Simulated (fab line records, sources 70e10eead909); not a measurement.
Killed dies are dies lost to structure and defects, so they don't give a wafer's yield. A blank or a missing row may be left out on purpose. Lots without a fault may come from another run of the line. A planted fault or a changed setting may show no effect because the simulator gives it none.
Chamber matching | flow nand_harc | NHARC_A_M0_STRIP_18 on rie_diel-02: 4 sister chambers
The step strips in N2/H2. 8 wafers are shown with their chamber, then 8 later ones without.

WAFERS WITH THEIR CHAMBER
wafer  | chamber | rf_fwd_power_W (W) | oes_product_au (a.u.)
L075.6 | 0       | 1003               | 1.006
L078.1 | 1       | 995                | 0.990
L082.1 | 3       | 999                | 1.006
L082.5 | 3       | 1005               | 1.014
L084.2 | 2       | 997                | 1.008
L084.4 | 2       | 990                | 1.003
L084.5 | 1       | 990                | 0.996
L086.2 | 0       | 993                | 0.985

WAFERS WITHOUT THEIR CHAMBER
wafer  | rf_fwd_power_W (W) | oes_product_au (a.u.)
L086.3 | 997                | 1.005
L086.4 | 992                | 0.992
L090.1 | 996                | 1.012
L090.2 | 1000               | 1.003
L090.6 | 997                | 0.993
L094.1 | 1000               | 0.995
L094.3 | 998                | 1.014
L094.6 | 1001               | 1.011

WHICH CHAMBER EACH WENT THROUGH
wafer  | from the rows above               | in truth
L086.3 | can't be placed: 2 or 3 or 0 or 1 | 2
L086.4 | can't be placed: 1 or 0 or 2      | 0
L090.1 | can't be placed: 2 or 3 or 0 or 1 | 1
L090.2 | can't be placed: 3 or 0 or 2 or 1 | 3
L090.6 | can't be placed: 0 or 1 or 2 or 3 | 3
L094.1 | can't be placed: 0 or 1 or 2 or 3 | 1
L094.3 | can't be placed: 3 or 2 or 0 or 1 | 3
L094.6 | can't be placed: 3 or 2 or 0      | 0
Placed correctly: 0 of 8. Can't be placed from these rows: 8 (the true chamber is among the candidates in 8). Placed wrongly: 0.
How it was worked out, from the rows above alone: a wafer's distance from a chamber is the root of the sum, over the readings, of the square of ((its reading less the chamber's mean) divided by the reading's scatter). The wafer belongs to the nearest chamber; if the next one is less than 2 further off, it can't be placed. A chamber's mean is the mean of its shown wafers. The scatter: the root of (the sum of the squares of (reading less its chamber's mean) over the shown wafers, divided by (wafers less chambers)).
